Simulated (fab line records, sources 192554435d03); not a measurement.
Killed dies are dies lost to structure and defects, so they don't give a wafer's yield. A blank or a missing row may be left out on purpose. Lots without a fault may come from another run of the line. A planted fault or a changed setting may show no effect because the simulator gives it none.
Chamber matching | flow n5_finfet | N5_BEOL_M1_DEP_57 on pecvd-03: 3 sister chambers
The step deposits SiCN from 3MS/NH3, target thk 8 nm, time 14 s. 3 wafers are shown with their chamber, then 7 later ones without.

WAFERS WITH THEIR CHAMBER
wafer  | chamber | throttle_valve_pct (%)
L094.1 | 2       | 7.9
L094.4 | 1       | 9.9
L094.5 | 0       | 9.9

WAFERS WITHOUT THEIR CHAMBER
wafer  | throttle_valve_pct (%)
L094.6 | 7.9
L095.2 | 8.0
L095.4 | 9.9
L095.6 | 9.9
L097.2 | 9.8
L097.4 | 9.8
L097.5 | 7.9

WHICH CHAMBER EACH WENT THROUGH
wafer  | from the rows above     | in truth
L094.6 | 2                       | 2
L095.2 | 2                       | 2
L095.4 | can't be placed: 0 or 1 | 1
L095.6 | can't be placed: 0 or 1 | 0
L097.2 | can't be placed: 0 or 1 | 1
L097.4 | can't be placed: 0 or 1 | 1
L097.5 | 2                       | 2
Placed correctly: 3 of 7. Can't be placed from these rows: 4 (the true chamber is among the candidates in 4). Placed wrongly: 0.
How it was worked out, from the rows above alone: a wafer's distance from a chamber is the root of the sum, over the readings, of the square of ((its reading less the chamber's mean) divided by the reading's scatter). The wafer belongs to the nearest chamber; if the next one is less than 2 further off, it can't be placed. A chamber's mean is the mean of its shown wafers. The scatter: with one shown wafer a chamber, the root of the mean of the squares of how far each hidden wafer lies from its nearest shown one.
